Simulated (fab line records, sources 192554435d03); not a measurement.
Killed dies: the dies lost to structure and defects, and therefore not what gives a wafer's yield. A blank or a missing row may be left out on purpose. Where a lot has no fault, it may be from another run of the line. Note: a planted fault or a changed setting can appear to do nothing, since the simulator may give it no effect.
Which tool is to blame? ; flow n5 finfet ; 72 wafers from 24 lots sampled at 6 of the route's 1938 steps

== WHAT EACH GAUGE READ, for each wafer ==
The record lacks any reading of a measuring or inspecting step that a usual standard deviation could be used to judge.

== EACH LOT AND THE TOOL THAT RAN IT (in order: tool; ch and the chambers of the sampled wafers; start) ==
lot;N5_BEOL_M3_VIA_ETCH_34;N5_BEOL_M3_ANNEAL_80;N5_BEOL_M3_ANNEAL_89;N5_BEOL_M3_ANNEAL_91;N5_BEOL_M3_SPUTTER_94;N5_BEOL_M3_DEP_57
L074;rie diel-05 ch 0,1,2, day 7 15:55;pvd sputter-01, day 7 18:05;pvd sputter-01, day 7 18:44;pvd sputter-01, day 7 18:58;pvd sputter-01, day 7 19:19;pecvd-03 ch 1,2, day 7 20:31
L076;rie diel-05 ch 1,2, day 8 00:17;pvd sputter-02, day 8 02:07;pvd sputter-02, day 8 02:46;pvd sputter-02, day 8 02:59;pvd sputter-02, day 8 03:21;pecvd-02 ch 0,2, day 8 04:53
L075;rie diel-06 ch 0,2, day 8 03:03;pvd sputter-03, day 8 04:55;pvd sputter-03, day 8 05:34;pvd sputter-03, day 8 05:47;pvd sputter-03, day 8 06:09;pecvd-03 ch 0,2, day 8 07:27
L077;rie diel-06 ch 1,2, day 8 03:46;pvd sputter-01, day 8 05:07;pvd sputter-01, day 8 05:47;pvd sputter-01, day 8 06:00;pvd sputter-01, day 8 06:22;pecvd-01 ch 0,2, day 8 07:37
L078;rie diel-03 ch 0,1,3, day 8 06:53;pvd sputter-03, day 8 09:28;pvd sputter-03, day 8 10:08;pvd sputter-03, day 8 10:21;pvd sputter-03, day 8 10:43;pecvd-02 ch 0,2, day 8 11:55
L080;rie diel-06 ch 1,3, day 9 01:05;pvd sputter-02, day 9 04:01;pvd sputter-02, day 9 04:40;pvd sputter-02, day 9 04:53;pvd sputter-02, day 9 05:15;pecvd-01 ch 0,1,2, day 9 06:32
L081;rie diel-05 ch 1,2,3, day 9 05:37;pvd sputter-01, day 9 07:19;pvd sputter-01, day 9 07:59;pvd sputter-01, day 9 08:12;pvd sputter-01, day 9 08:34;pecvd-03 ch 0,1, day 9 09:46
L079;rie diel-06 ch 0,3, day 9 06:34;pvd sputter-03, day 9 08:32;pvd sputter-03, day 9 09:11;pvd sputter-03, day 9 09:25;pvd sputter-03, day 9 09:46;pecvd-03 ch 0,2, day 9 11:26
L083;rie diel-03 ch 0,1, day 9 20:23;pvd sputter-03, day 9 22:11;pvd sputter-03, day 9 22:51;pvd sputter-03, day 9 23:04;pvd sputter-03, day 9 23:26;pecvd-03 ch 0,1, day 10 00:54
L082;rie diel-03 ch 0,1, day 10 01:11;pvd sputter-01, day 10 02:42;pvd sputter-01, day 10 03:22;pvd sputter-01, day 10 03:35;pvd sputter-01, day 10 03:56;pecvd-01 ch 0,1,2, day 10 05:25
L084;rie diel-05 ch 0,2,3, day 10 11:09;pvd sputter-02, day 10 13:02;pvd sputter-02, day 10 13:42;pvd sputter-02, day 10 13:55;pvd sputter-02, day 10 14:17;pecvd-02 ch 0,1,2, day 10 15:33
L085;rie diel-03 ch 0,1,3, day 10 14:08;pvd sputter-01, day 10 15:49;pvd sputter-01, day 10 16:29;pvd sputter-01, day 10 16:42;pvd sputter-01, day 10 17:04;pecvd-02 ch 1,2, day 10 23:44
L086;rie diel-06 ch 0,1, day 10 14:10;pvd sputter-03, day 10 15:43;pvd sputter-03, day 10 16:23;pvd sputter-03, day 10 16:36;pvd sputter-03, day 10 16:58;pecvd-02 ch 0,1,2, day 10 18:16
L087;rie diel-06 ch 2,3, day 11 01:55;pvd sputter-01, day 11 05:53;pvd sputter-01, day 11 06:33;pvd sputter-01, day 11 06:46;pvd sputter-01, day 11 07:08;pecvd-01 ch 0,2, day 11 08:22
L088;rie diel-06 ch 1,2,3, day 11 06:48;pvd sputter-03, day 11 08:37;pvd sputter-03, day 11 09:16;pvd sputter-03, day 11 09:29;pvd sputter-03, day 11 09:51;pecvd-02 ch 0,1, day 11 11:03
L089;rie diel-06 ch 0,2, day 11 11:26;pvd sputter-03, day 11 13:16;pvd sputter-03, day 11 13:55;pvd sputter-03, day 11 14:08;pvd sputter-03, day 11 14:30;pecvd-01 ch 0,1, day 11 15:43
L090;rie diel-06 ch 0,1,2, day 11 11:50;pvd sputter-01, day 11 13:25;pvd sputter-01, day 11 14:04;pvd sputter-01, day 11 14:17;pvd sputter-01, day 11 14:39;pecvd-02 ch 0,2, day 11 15:51
L091;rie diel-03 ch 0,1,2, day 12 03:47;pvd sputter-02, day 12 05:48;pvd sputter-02, day 12 06:28;pvd sputter-02, day 12 06:41;pvd sputter-02, day 12 07:02;pecvd-03 ch 0,1,2, day 12 08:19
L092;rie diel-03 ch 0,1,3, day 12 07:39;pvd sputter-03, day 12 09:18;pvd sputter-03, day 12 09:58;pvd sputter-03, day 12 10:11;pvd sputter-03, day 12 10:32;pecvd-02 ch 0,2, day 12 11:58
L093;rie diel-03 ch 1,2,3, day 12 16:19;pvd sputter-01, day 12 18:26;pvd sputter-01, day 12 19:05;pvd sputter-01, day 12 19:19;pvd sputter-01, day 12 19:40;pecvd-02 ch 0,2, day 12 20:55
L094;rie diel-05 ch 0,3, day 13 01:11;pvd sputter-02, day 13 04:43;pvd sputter-02, day 13 05:23;pvd sputter-02, day 13 05:36;pvd sputter-02, day 13 05:58;pecvd-02 ch 0,1,2, day 13 07:10
L095;rie diel-05 ch 1,2,3, day 13 06:25;pvd sputter-01, day 13 08:13;pvd sputter-01, day 13 08:53;pvd sputter-01, day 13 09:06;pvd sputter-01, day 13 09:28;pecvd-01 ch 0,1,2, day 13 10:43
L096;rie diel-06 ch 0,3, day 13 06:35;pvd sputter-03, day 13 08:28;pvd sputter-03, day 13 09:08;pvd sputter-03, day 13 09:21;pvd sputter-03, day 13 09:43;pecvd-01 ch 1,2, day 13 10:56
L097;rie diel-03 ch 0,1, day 13 10:04;pvd sputter-02, day 13 13:19;pvd sputter-02, day 13 13:59;pvd sputter-02, day 13 14:12;pvd sputter-02, day 13 14:34;pecvd-01 ch 0,1,2, day 13 15:46
- N5_BEOL_M3_VIA_ETCH_34: etches the open film in C4F6/O2, target depth 69.4 nm, time 65.9 s.
- N5_BEOL_M3_ANNEAL_80: time 240 s.
- N5_BEOL_M3_ANNEAL_89: time 240 s.
- N5_BEOL_M3_ANNEAL_91: time 240 s.
- N5_BEOL_M3_SPUTTER_94: material Cu, target thk 4.5 nm, time 8.29 s.
- N5_BEOL_M3_DEP_57: deposits SiCN from 3MS/NH3, target thk 8 nm, time 14 s.

== AS READ BY THE TOOLS THEMSELVES (means over the sampled wafers that have a number; for cases with no such wafer, the mark the record gives instead) ==
N5_BEOL_M3_VIA_ETCH_34.
lot;tool;bias w (W);drypump motor current A (A);oes product au (a.u.);rf vpp V (V);showerhead plenum p Torr (Torr);throttle valve pct (%)
L074;rie diel-05;169.6;5.54;0.82;671;2.90;30.9
L076;rie diel-05;170.8;5.48;0.72;669;2.89;31.0
L075;rie diel-06;169.5;5.41;0.76;669;2.73;31.1
L077;rie diel-06;170.0;5.54;0.74;653;2.69;30.6
L078;rie diel-03;169.8;6.02;0.82;668;2.77;30.6
L080;rie diel-06;170.2;5.73;0.76;653;2.69;30.3
L081;rie diel-05;169.1;5.69;0.76;676;2.89;31.0
L079;rie diel-06;169.8;5.76;0.81;670;2.72;30.5
L083;rie diel-03;169.7;6.28;0.85;673;2.79;30.5
L082;rie diel-03;169.9;6.24;0.85;672;2.79;30.5
L084;rie diel-05;170.1;5.59;0.81;669;2.88;31.2
L085;rie diel-03;170.5;6.01;0.80;669;2.77;30.6
L086;rie diel-06;170.4;5.61;0.78;654;2.70;30.3
L087;rie diel-06;169.9;5.69;0.84;673;2.82;30.6
L088;rie diel-06;170.4;5.62;0.82;664;2.81;30.6
L089;rie diel-06;170.1;5.42;0.91;676;2.95;30.8
L090;rie diel-06;170.0;5.52;0.83;664;2.82;30.6
L091;rie diel-03;169.9;6.13;0.76;658;2.77;30.8
L092;rie diel-03;169.3;6.03;0.79;668;2.76;30.6
L093;rie diel-03;170.0;5.90;0.72;654;2.75;30.9
L094;rie diel-05;170.3;5.68;0.86;671;2.88;31.1
L095;rie diel-05;169.9;5.67;0.74;676;2.88;31.0
L096;rie diel-06;169.9;5.77;0.77;670;2.71;30.6
L097;rie diel-03;169.8;6.09;0.78;662;2.80;30.5

N5_BEOL_M3_ANNEAL_80.
lot;tool;heater power w (W);susceptor temp C (C)
L074;pvd sputter-01;793;399.92
L076;pvd sputter-02;859;399.93
L075;pvd sputter-03;778;400.10
L077;pvd sputter-01;780;399.79
L078;pvd sputter-03;803;399.99
L080;pvd sputter-02;915;399.98
L081;pvd sputter-01;788;400.19
L079;pvd sputter-03;730;399.93
L083;pvd sputter-03;750;400.05
L082;pvd sputter-01;783;399.83
L084;pvd sputter-02;906;399.89
L085;pvd sputter-01;825;400.07
L086;pvd sputter-03;803;400.04
L087;pvd sputter-01;774;399.90
L088;pvd sputter-03;791;400.11
L089;pvd sputter-03;780;399.97
L090;pvd sputter-01;771;399.98
L091;pvd sputter-02;913;399.97
L092;pvd sputter-03;755;399.85
L093;pvd sputter-01;830;400.06
L094;pvd sputter-02;917;399.86
L095;pvd sputter-01;775;400.06
L096;pvd sputter-03;786;399.83
L097;pvd sputter-02;927;400.10

N5_BEOL_M3_ANNEAL_89.
lot;tool;heater power w (W);susceptor temp C (C)
L074;pvd sputter-01;787;400.13
L076;pvd sputter-02;852;400.11
L075;pvd sputter-03;776;400.07
L077;pvd sputter-01;776;399.60
L078;pvd sputter-03;806;399.97
L080;pvd sputter-02;914;399.75
L081;pvd sputter-01;799;399.99
L079;pvd sputter-03;731;400.28
L083;pvd sputter-03;743;400.14
L082;pvd sputter-01;785;400.01
L084;pvd sputter-02;907;400.00
L085;pvd sputter-01;817;400.07
L086;pvd sputter-03;809;400.02
L087;pvd sputter-01;780;400.04
L088;pvd sputter-03;783;399.99
L089;pvd sputter-03;789;400.03
L090;pvd sputter-01;782;400.11
L091;pvd sputter-02;920;399.91
L092;pvd sputter-03;757;399.96
L093;pvd sputter-01;832;399.99
L094;pvd sputter-02;915;399.91
L095;pvd sputter-01;777;400.25
L096;pvd sputter-03;775;400.11
L097;pvd sputter-02;928;400.14

N5_BEOL_M3_ANNEAL_91.
lot;tool;heater power w (W);susceptor temp C (C)
L074;pvd sputter-01;803;400.10
L076;pvd sputter-02;837;400.00
L075;pvd sputter-03;779;399.92
L077;pvd sputter-01;772;399.99
L078;pvd sputter-03;809;400.00
L080;pvd sputter-02;922;400.03
L081;pvd sputter-01;799;400.11
L079;pvd sputter-03;724;399.92
L083;pvd sputter-03;762;400.09
L082;pvd sputter-01;788;399.96
L084;pvd sputter-02;926;399.94
L085;pvd sputter-01;834;399.89
L086;pvd sputter-03;806;400.17
L087;pvd sputter-01;773;399.88
L088;pvd sputter-03;778;399.81
L089;pvd sputter-03;787;399.97
L090;pvd sputter-01;789;399.96
L091;pvd sputter-02;917;400.06
L092;pvd sputter-03;745;400.08
L093;pvd sputter-01;836;399.96
L094;pvd sputter-02;920;400.09
L095;pvd sputter-01;788;399.92
L096;pvd sputter-03;793;400.05
L097;pvd sputter-02;930;400.05

N5_BEOL_M3_SPUTTER_94.
lot;tool;susceptor temp C (C);throttle valve pct (%)
L074;pvd sputter-01;-20.05;29.5
L076;pvd sputter-02;-20.01;30.4
L075;pvd sputter-03;-19.86;30.4
L077;pvd sputter-01;-19.95;28.9
L078;pvd sputter-03;-20.01;30.4
L080;pvd sputter-02;-20.01;29.9
L081;pvd sputter-01;-20.03;30.3
L079;pvd sputter-03;-20.15;30.4
L083;pvd sputter-03;-19.96;30.6
L082;pvd sputter-01;-20.05;29.6
L084;pvd sputter-02;-20.09;28.8
L085;pvd sputter-01;-20.01;29.8
L086;pvd sputter-03;-20.01;30.6
L087;pvd sputter-01;-19.96;29.0
L088;pvd sputter-03;-19.96;30.6
L089;pvd sputter-03;-20.00;30.5
L090;pvd sputter-01;-19.94;29.6
L091;pvd sputter-02;-20.03;30.0
L092;pvd sputter-03;-20.01;30.6
L093;pvd sputter-01;-20.04;29.7
L094;pvd sputter-02;-19.94;30.0
L095;pvd sputter-01;-19.91;29.0
L096;pvd sputter-03;-19.91;30.6
L097;pvd sputter-02;-19.97;29.7

N5_BEOL_M3_DEP_57.
lot;tool;chamber pressure Torr (Torr);showerhead plenum p Torr (Torr);showerhead vpp V (V);throttle valve pct (%)
L074;pecvd-03;3.001;3.668;826;8.7
L076;pecvd-02;3.002;3.658;879;9.5
L075;pecvd-03;3.005;3.673;869;9.1
L077;pecvd-01;2.997;3.655;827;8.7
L078;pecvd-02;2.996;3.656;876;9.4
L080;pecvd-01;2.998;3.657;863;9.2
L081;pecvd-03;3.002;3.666;875;9.5
L079;pecvd-03;3.003;3.669;868;9.1
L083;pecvd-03;3.007;3.664;861;9.7
L082;pecvd-01;2.998;3.664;859;9.4
L084;pecvd-02;3.001;3.656;899;9.6
L085;pecvd-02;3.008;3.662;923;9.6
L086;pecvd-02;2.995;3.657;906;9.4
L087;pecvd-01;2.998;3.656;837;8.9
L088;pecvd-02;2.991;3.651;905;9.9
L089;pecvd-01;2.995;3.661;860;9.3
L090;pecvd-02;3.005;3.665;883;9.1
L091;pecvd-03;2.997;3.669;856;9.0
L092;pecvd-02;3.002;3.662;880;9.5
L093;pecvd-02;3.000;3.657;880;9.2
L094;pecvd-02;2.998;3.660;895;9.5
L095;pecvd-01;3.002;3.664;859;9.3
L096;pecvd-01;3.008;3.656;857;9.4
L097;pecvd-01;2.994;3.659;861;9.3

== THE ANSWER, worked out from the rows above alone ==
Rule: usual is defined by the lots themselves. The widest of any qualifying gaps counts: lots, ordered by their means at a reading, are off when they make up no more than a third of the lots, leave a main group of 4 or more, and stand apart from it by 3 or more times the standard deviation of that group's means. A main group whose means are all the same, to the digits that the tables above print for the reading, isn't used. A lot without any number at a reading at which 4 lots or more have one is off too. Any other lot the step has rows for is counted as sound. The gauges are gone through in route order, then the tools' own readings, and for those a lot's mean is taken as printed above. The first step at which some lot is off is used, and at that step the reading that is off furthest; a lot without a number counts as furthest.
No lot is off on any of the readings shown, so nothing can be concluded from this.

== WHAT THE SIMULATOR HAD INSERTED ==
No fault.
